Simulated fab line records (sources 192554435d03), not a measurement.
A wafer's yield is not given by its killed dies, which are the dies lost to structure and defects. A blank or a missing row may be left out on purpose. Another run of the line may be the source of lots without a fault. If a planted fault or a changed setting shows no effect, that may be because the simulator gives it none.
Lot-split experiment + flow n5_finfet + 21 wafers read from 7 lots, route of 1938 steps

ON THE SPLIT
At N5_BEOL_M9_COAT_22 (resist thk 30 nm), the setting spin_rpm was moved away from the recipe's 1500 rpm on 8 of the 21 wafers read, by -8.6% to +7.0%. For the rest of the wafers, this setting stayed at what the recipe calls for.

FROM THE SPLIT TO THE READING: what the file shows between them, 4 steps
- N5_BEOL_M9_EBR_24
- N5_BEOL_M9_SOFTBAKE_23: time 60 s
- N5_BEOL_M9_DESCUM_33: chemistry O2, time 7 s
- N5_BEOL_M9_ETCH_76: etches underlayer in N2/H2, target depth 6.5 nm, time 5.2 s

THE READING
CAR-EUV_of_BEOL_M9_COAT_22.thk_nm (the simulator's own value, which no gauge read), in nm, at N5_BEOL_M9_ETCH_65 (etches SiARC in CF4, target depth 15.6 nm, time 26 s). No usual value for it is given in the file. Across the 13 wafers here that went through the recipe, the average is 11.1 nm and the standard deviation 0.1 nm.

| wafer  | tool, chamber at the split | spin_rpm as run, rpm | against the recipe | CAR-EUV_of_BEOL_M9_COAT_22.thk_nm, nm | against lot-mates on the recipe |
|--------|----------------------------|----------------------|--------------------|---------------------------------------|---------------------------------|
| L076.3 | litho_track-03, 0          | 1371                 | -8.6%              | 12.6                                  | +1.6                            |
| L076.4 | litho_track-03, 0          | 1371                 | -8.6%              | 12.6                                  | +1.6                            |
| L076.6 | litho_track-03, 0          | 1500                 | recipe             | 11                                    | -                               |
| L077.1 | litho_track-01, 0          | 1500                 | recipe             | 11.2                                  | -                               |
| L077.2 | litho_track-01, 0          | 1500                 | recipe             | 11.2                                  | -                               |
| L077.6 | litho_track-01, 0          | 1500                 | recipe             | 11                                    | -                               |
| L081.2 | litho_track-03, 0          | 1412                 | -5.9%              | 12                                    | +1.0                            |
| L081.6 | litho_track-03, 0          | 1412                 | -5.9%              | 12                                    | +1.0                            |
| L081.3 | litho_track-03, 0          | 1500                 | recipe             | 11                                    | -                               |
| L080.1 | litho_track-04, 0          | 1605                 | +7.0%              | 10                                    | -1.2                            |
| L080.4 | litho_track-04, 0          | 1500                 | recipe             | 11.2                                  | -                               |
| L080.5 | litho_track-04, 0          | 1500                 | recipe             | 11.2                                  | -                               |
| L079.2 | litho_track-03, 0          | 1500                 | recipe             | 11                                    | -                               |
| L079.6 | litho_track-03, 0          | 1500                 | recipe             | 11                                    | -                               |
| L079.4 | litho_track-03, 0          | 1500                 | recipe             | 11.2                                  | -                               |
| L084.2 | litho_track-04, 0          | 1500                 | recipe             | 11                                    | -                               |
| L084.4 | litho_track-04, 0          | 1500                 | recipe             | 11.2                                  | -                               |
| L084.6 | litho_track-04, 0          | 1384                 | -7.7%              | 12.2                                  | +1.1                            |
| L085.1 | litho_track-03, 0          | 1418                 | -5.5%              | 12                                    | +0.8                            |
| L085.6 | litho_track-03, 0          | 1418                 | -5.5%              | 12                                    | +0.8                            |
| L085.3 | litho_track-03, 0          | 1500                 | recipe             | 11.2                                  | -                               |

FIT RESULTS
A straight line over all 21 wafers: CAR-EUV_of_BEOL_M9_COAT_22.thk_nm changes by -0.161 nm for each +1% of spin_rpm; r = -0.99; the points scatter about the line by 0.098 nm.
The same after taking each lot's own level away (the mean of its wafers on the recipe; 21 wafers): -0.169 nm for each +1%; r = -0.99; scatter 0.1 nm.
The reading moves by 1.5 nm for the largest change in spin_rpm, on that fit.
The lots' own levels span 11.00 to 11.20 nm, that is 2.0 times the standard deviation above.
The two slopes agree, so the slope changes little with the lot-to-lot level.
Check: +1.41 nm against its lot-mates is what the line predicts for one of the wafers moved furthest among these (-8.6%) when that wafer is left out of the fit. Against them it came out at +1.6 nm.

FURTHER SPLITS ON THESE WAFERS
These wafers also went through other splits before the reading. Each is held against what the fit with the lots' levels taken away leaves over:
| other split on the same wafers     | wafers away from the commonest value | r with CAR-EUV_of_BEOL_M9_COAT_22.thk_nm (lot level and that fit taken away) |
|------------------------------------|--------------------------------------|------------------------------------------------------------------------------|
| N5_BEOL_M6_TRENCH_ETCH_37 source_w | 9                                    | -0.16                                                                        |
| N5_BEOL_M7_COAT_59 spin_rpm        | 7                                    | +0.17                                                                        |
| N5_BEOL_M7_ETCH_61 source_w        | 10                                   | +0.05                                                                        |
| N5_BEOL_M8_EXPOSE_08 dose_mj       | 4                                    | +0.19                                                                        |

THE WHOLE CHAIN: every reading that the file lists as answering this split, in the file's order
| step               | what it does                                         | reading                                                                            | change (the file's fit)               | r (the file's) |
|--------------------|------------------------------------------------------|------------------------------------------------------------------------------------|---------------------------------------|----------------|
| N5_BEOL_M9_COAT_22 | resist thk 30 nm                                     | CAR-EUV_of_BEOL_M9_COAT_22.thk_nm (the simulator's own value, which no gauge read) | -0.164 nm for each +1% of the setting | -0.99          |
| N5_BEOL_M9_ETCH_65 | etches SiARC in CF4, target depth 15.6 nm, time 26 s | CAR-EUV_of_BEOL_M9_COAT_22.thk_nm (the simulator's own value, which no gauge read) | -0.166 nm for each +1% of the setting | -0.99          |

FILE'S OWN FIT
CAR-EUV_of_BEOL_M9_COAT_22.thk_nm changes by -0.166 nm for each +1% of spin_rpm, r = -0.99.
